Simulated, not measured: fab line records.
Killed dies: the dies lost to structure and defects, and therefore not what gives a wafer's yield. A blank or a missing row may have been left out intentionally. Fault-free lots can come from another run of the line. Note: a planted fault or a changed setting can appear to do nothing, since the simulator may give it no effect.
A lot that was struck, set against a sound lot + flow n5_finfet + 16 steps out of a route of 1938
Sound: these wafers, L415.2, L415.4, L415.6. Wafers L416.4, L416.5, L416.6 were the ones struck. The cause is given at the end.
Order at every step that has rows: each side's tool, ch and its chambers, its first start. Under that, the readings that differ: sound wafers + struck wafers + difference of the means + sigmas: that difference in standard deviations of wafers without a fault.
alike: words and numbers the same on both sides, and readings whose means are apart by under 2 such deviations; not compared: readings that were withheld, readings missing a value for some wafer, numbers with overlapping values and no deviation given by the record, and bounds like >300 which may hide the same value.
Wherever a step has rows on one side only, a row that says differs or no value, or a row with sigmas, the two part there. Non-overlapping numbers with no deviation appear without sigmas and do not part them. Lack of a reading on every wafer of one side parts them only where that side has two or more wafers.

N5_FIN_SAQP_HM_OPEN_33: chemistry CH3F/O2, target SiNx, target depth 49.4 nm, time 70.6 s.
  sound on rie_diel-02 ch 2,3, day 4 23:14; struck on rie_diel-05 ch 0,1,2, day 5 05:04
  alike: O2_flow_sccm, drypump_motor_current_A, etch_rf_on_time_s, oes_o_777_au, oes_product_au, rf_vpp_V, showerhead_plenum_p_Torr, throttle_valve_pct
  not compared: rf_hours_counter_h
N5_FIN_SAQP_ETCH_34: etches SiO2 in C4F6/O2, target depth 45 nm, time 15 s.
  sound on rie_diel-02 ch 2,3, day 4 23:19; struck on rie_diel-05 ch 0,1,2, day 5 05:08
  alike: O2_flow_sccm, drypump_motor_current_A, etch_rf_on_time_s, oes_o_777_au, oes_product_au, rf_vpp_V, showerhead_plenum_p_Torr, throttle_valve_pct
  not compared: rf_hours_counter_h
N5_FIN_SAQP_STRIP_77: strips in N2/H2, time 90 s.
  sound on rie_diel-02 ch 2,3, day 4 23:20; struck on rie_diel-05 ch 0,1,2, day 5 05:10
  alike: drypump_motor_current_A, oes_product_au, rf_vpp_V, showerhead_plenum_p_Torr, throttle_valve_pct
  not compared: rf_hours_counter_h
N5_FIN_SAQP_HM_CD_35 targets a cd of 8 nm.
  sound: cd_sem-01 at day 4 23:28; struck: cd_sem-01 at day 5 05:18
  alike: cd_nm
N5_FIN_SAQP_ETCH_64: etches SiO2 in CF4, target depth 1.5 nm.
  sound on rie_si-06 ch 0,3, day 4 23:31; struck on rie_si-03 ch 1,2,3, day 5 05:20
  alike: drypump_motor_current_A, he_backside_leak_sccm, oes_product_au, throttle_valve_pct
  not compared: rf_hours_counter_h
N5_FIN_SAQP_FIN_ETCH_36: etches the open film in HBr/Cl2/O2, target depth 120 nm, time 50.4 s.
  sound on rie_si-06 ch 0,3, day 4 23:32; struck on rie_si-03 ch 1,2,3, day 5 05:22
  alike: O2_flow_sccm, drypump_motor_current_A, he_backside_leak_sccm, oes_o_777_au, oes_product_au, throttle_valve_pct
  not compared: rf_hours_counter_h
N5_FIN_SAQP_CD_MEAS_37 targets a cd of 8 nm.
  sound: cd_sem-02 at day 4 23:39; struck: cd_sem-03 at day 5 05:29
  alike: cd_nm
then, 3 steps without rows for these wafers: N5_FIN_SAQP_PRECLEAN_38 (cleans in O3/DIW, time 45 s); N5_FIN_SAQP_PRECLEAN_45 (cleans in dHF, time 10 s); N5_FIN_SAQP_SRD_39 (time 30 s).
N5_FIN_SAQP_OCD_MEAS_76:
  sound: ocd-02 at day 4 23:45; struck: ocd-02 at day 5 05:35
  alike: trench_depth_nm
N5_FIN_SAQP_INSPECT_40: inspects for defects (brightfield).
  sound: defect_inspect-01 at day 4 23:47; struck: defect_inspect-01 at day 5 05:37
  alike: raw_defect_count
N5_FIN_CUT_COAT_18: time 60 s, resist thk 230 nm.
  sound on litho_track-03 ch 0, day 4 23:49; struck on litho_track-01 ch 0, day 5 05:38
| reading                  | sound                | struck               | difference | sigmas      |
|--------------------------|----------------------|----------------------|------------|-------------|
| heater_power_total_W (W) | 502.0 503.3 502.1    | 844.3 844.6 844.0    | +341.8     | +99 or more |
| plate_temp_C (C)         | 249.99 250.06 249.91 | 268.25 268.17 268.03 | +18.16     | +91         |
  alike: chill_plate_temp_C
then, 1 step without rows for these wafers: N5_FIN_CUT_COAT_19 (time 60 s, resist thk 20 nm).
-- record jumps: 6 days separate the struck wafers' starts on either side; left off in module FIN_CUT, taken up again in module BEOL_M4, whose first shown step is the route's number 1111 --
N5_BEOL_M4_RC_MEAS_101:
  sound on prober-02 ch 0, day 10 22:55; struck on prober-02 ch 0, day 11 11:31
  alike: DIBL_N, DIBL_P, IOFF_N, IOFF_P, ION_N, ION_P, SS_N, SS_P, VT_N, VT_P
-- record jumps: 4 days separate the struck wafers' starts on either side; left off in module BEOL_M4, taken up again in module PASSIVATION, whose first shown step is the route's number 1936 --
N5_PASSIVATION_PROBE_49:
  sound: prober-01 at day 14 21:52; struck: prober-01 at day 15 15:49
  alike: defect_limited_yield, killed_at_M0_to_M3, killed_at_M4_up, killed_at_contacts, killed_at_front_end, killed_at_other, killed_dies, killed_open, killed_short, sort_bin_5_function, sort_bin_6_memory, sort_bin_8_speed, sort_n_pass, sort_yield_pct

WHERE THEY PART
Only at N5_FIN_CUT_COAT_18, as far as this record shows. Later steps at which nothing parts them and some readings are alike: N5_BEOL_M4_RC_MEAS_101, N5_PASSIVATION_PROBE_49.

WHY: whatever the simulator had introduced
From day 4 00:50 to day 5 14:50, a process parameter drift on litho_track-01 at N5_FIN_CUT_COAT_18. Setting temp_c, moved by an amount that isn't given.
